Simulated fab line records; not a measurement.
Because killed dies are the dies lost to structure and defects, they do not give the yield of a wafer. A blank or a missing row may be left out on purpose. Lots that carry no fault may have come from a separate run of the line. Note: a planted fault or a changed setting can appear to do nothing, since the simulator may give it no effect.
Matching of chambers | flow n5Finfet | rieDiel-06 running N5_BEOL_M0_SAQP_STRIP_86: 4 sister chambers
The step strips in N2/H2. 4 wafers are shown with their chamber, then 8 later ones without.

## WAFERS PAIRED WITH THEIR CHAMBERS
wafer  | chamber | drypumpMotorCurrentA (A)
L084.2 | 2       | 5.99
L086.1 | 0       | 5.45
L086.4 | 3       | 5.07
L087.1 | 1       | 5.98

## WAFERS WITHOUT THEIR CHAMBER
wafer  | drypumpMotorCurrentA (A)
L087.5 | 6.01
L087.6 | 5.96
L091.3 | 5.96
L091.4 | 5.07
L091.5 | 5.07
L095.2 | 5.95
L095.5 | 5.08
L095.6 | 5.98

## WHICH CHAMBER EACH WENT THROUGH
wafer  | from the rows above     | in truth
L087.5 | can't be placed: 2 or 1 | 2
L087.6 | can't be placed: 1 or 2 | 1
L091.3 | can't be placed: 1 or 2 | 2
L091.4 | 3                       | 3
L091.5 | 3                       | 3
L095.2 | can't be placed: 1 or 2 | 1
L095.5 | 3                       | 3
L095.6 | can't be placed: 1 or 2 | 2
Placed correctly: 3 of 8. Can't be placed from these rows: 5 (the true chamber is among the candidates in 5). 0 placed wrongly.
How it was worked out, from the rows above alone: a wafer's distance from a chamber is the root of the sum, over the readings, of the square of ((its reading less the chamber's mean) divided by the reading's scatter). If the next closest chamber is less than 2 further off than the closest, the wafer can't be placed; otherwise it belongs to the closest. A chamber's mean is the mean of its shown wafers. The scatter: root of mean squared gap, hidden wafer to nearest shown wafer, with one shown wafer a chamber.
